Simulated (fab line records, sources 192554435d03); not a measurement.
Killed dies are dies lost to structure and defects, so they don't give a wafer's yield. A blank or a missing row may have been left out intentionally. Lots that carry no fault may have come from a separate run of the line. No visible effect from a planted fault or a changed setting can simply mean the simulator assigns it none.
Split-lot study + flow n5-finfet + route with 1938 steps; 7 lots, 39 wafers read

## ON THE SPLIT
At N5_MIM_TOP_LITHO_DEVELOP_07 (develop time 60 s), the setting develop-time-s was moved away from the recipe's 60 s on 15 of the 39 wafers read, by -58.2% to +47.2%. All remaining wafers had this setting at the recipe value.

## FROM THE SPLIT ON TO THE READING: in between, the file shows 1 step
- N5_MIM_TOP_LITHO_HARDBAKE_09: time 120 s

## THE READING
cd-nm at N5_MIM_TOP_LITHO_CD_MEAS_08, given in nm (cd target 2000 nm). Typical for fault-free wafers on this fab line: 1999.5 nm, with standard deviation 1.4 nm.

| wafer  | tool, chamber at the split | develop-time-s as run, s | against the recipe | cd-nm, nm | against lot-mates on the recipe |
|--------|----------------------------|--------------------------|--------------------|-----------|---------------------------------|
| L077.1 | litho-track-01, 0          | 60                       | recipe             | 1997.8    | -                               |
| L077.2 | litho-track-01, 0          | 60                       | recipe             | 2000.0    | -                               |
| L077.3 | litho-track-01, 0          | 25.07                    | -58.2%             | 2016.6    | +17.4                           |
| L077.4 | litho-track-01, 0          | 60                       | recipe             | 1999.7    | -                               |
| L077.5 | litho-track-01, 0          | 25.07                    | -58.2%             | 2017.8    | +18.6                           |
| L077.6 | litho-track-01, 0          | 25.07                    | -58.2%             | 2017.6    | +18.4                           |
| L080.3 | litho-track-03, 0          | 60                       | recipe             | 1997.4    | -                               |
| L080.4 | litho-track-03, 0          | 60                       | recipe             | 1996.5    | -                               |
| L080.5 | litho-track-03, 0          | 60                       | recipe             | 1998.7    | -                               |
| L083.1 | litho-track-03, 0          | 60                       | recipe             | 1998.7    | -                               |
| L083.2 | litho-track-03, 0          | 60                       | recipe             | 1999.0    | -                               |
| L083.3 | litho-track-03, 0          | 44.48                    | -25.9%             | 2005.6    | +6.8                            |
| L083.4 | litho-track-03, 0          | 44.48                    | -25.9%             | 2004.7    | +5.9                            |
| L083.5 | litho-track-03, 0          | 44.48                    | -25.9%             | 2004.1    | +5.3                            |
| L083.6 | litho-track-03, 0          | 60                       | recipe             | 1998.8    | -                               |
| L082.1 | litho-track-02, 0          | 60                       | recipe             | 1998.0    | -                               |
| L082.2 | litho-track-02, 0          | 88.31                    | +47.2%             | 1991.7    | -7.4                            |
| L082.3 | litho-track-02, 0          | 88.31                    | +47.2%             | 1992.0    | -7.1                            |
| L082.4 | litho-track-02, 0          | 60                       | recipe             | 1999.2    | -                               |
| L082.5 | litho-track-02, 0          | 88.31                    | +47.2%             | 1992.1    | -7.0                            |
| L082.6 | litho-track-02, 0          | 60                       | recipe             | 2000.1    | -                               |
| L084.1 | litho-track-01, 0          | 60                       | recipe             | 2000.2    | -                               |
| L084.2 | litho-track-01, 0          | 49.94                    | -16.8%             | 2005.3    | +4.5                            |
| L084.3 | litho-track-01, 0          | 49.94                    | -16.8%             | 2004.8    | +4.0                            |
| L084.4 | litho-track-01, 0          | 60                       | recipe             | 2002.7    | -                               |
| L084.5 | litho-track-01, 0          | 60                       | recipe             | 1999.6    | -                               |
| L084.6 | litho-track-01, 0          | 49.94                    | -16.8%             | 2003.4    | +2.6                            |
| L085.1 | litho-track-01, 0          | 60                       | recipe             | 2000.8    | -                               |
| L085.2 | litho-track-01, 0          | 60                       | recipe             | 2000.6    | -                               |
| L085.3 | litho-track-01, 0          | 60                       | recipe             | 2000.6    | -                               |
| L085.4 | litho-track-01, 0          | 74.05                    | +23.4%             | 1996.1    | -4.6                            |
| L085.5 | litho-track-01, 0          | 74.05                    | +23.4%             | 1997.5    | -3.2                            |
| L085.6 | litho-track-01, 0          | 74.05                    | +23.4%             | 1999.2    | -1.5                            |
| L097.1 | litho-track-02, 0          | 60                       | recipe             | 1996.3    | -                               |
| L097.2 | litho-track-02, 0          | 60                       | recipe             | 1997.7    | -                               |
| L097.3 | litho-track-02, 0          | 60                       | recipe             | 1999.4    | -                               |
| L097.4 | litho-track-02, 0          | 60                       | recipe             | 1998.9    | -                               |
| L097.5 | litho-track-02, 0          | 60                       | recipe             | 1998.9    | -                               |
| L097.6 | litho-track-02, 0          | 60                       | recipe             | 1998.2    | -                               |

FIT RESULTS
A straight line over all 39 wafers: cd-nm changes by -0.231 nm for each +1% of develop-time-s; r = -0.93; the points scatter about the line by 2.2 nm.
The same after taking each lot's own level away (the mean of its wafers on the recipe; 39 wafers): -0.233 nm for each +1%; r = -0.95; scatter 1.9 nm.
The reading moves by 14 nm for the largest change in develop-time-s, on that fit.
The lots' own levels span 1997.53 to 2000.83 nm, that is 2.4 times the standard deviation above.
Hence the lot-to-lot level has little effect on the slope; both slopes agree.
Check: with one of the wafers moved furthest among these (-58.2%) left out of the fit, the line predicts +13.7 nm for it against its lot-mates. Against them it came out at +17.4 nm.

## OTHER SPLITS ON THESE WAFERS
Before the reading, these wafers also passed through other splits. Each is held against what the fit with the lots' levels taken away leaves over:
| other split on the same wafers    | wafers away from the commonest value | r with cd-nm (lot level and that fit taken away) |
|-----------------------------------|--------------------------------------|--------------------------------------------------|
| N5_BEOL_M13_TRENCH_ETCH_34 time-s | 9                                    | +0.28                                            |

## THE WHOLE CHAIN: every reading that the file lists as answering this split, in the file's order
| step                        | what it does             | reading                                                              | change (the file's fit)               | r (the file's) |
|-----------------------------|--------------------------|----------------------------------------------------------------------|---------------------------------------|----------------|
| N5_MIM_TOP_LITHO_CD_MEAS_08 | target cd 2000 nm        | cd-nm                                                                | -0.237 nm for each +1% of the setting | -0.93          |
| N5_MIM_TOP_LITHO_DESCUM_10  | chemistry O2, time 7.9 s | MIM_TOP_LITHO.cd-nm (the simulator's own value, which no gauge read) | -0.235 nm for each +1% of the setting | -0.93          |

## FILE'S OWN FIT
cd-nm changes by -0.237 nm for each +1% of develop-time-s, r = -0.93.
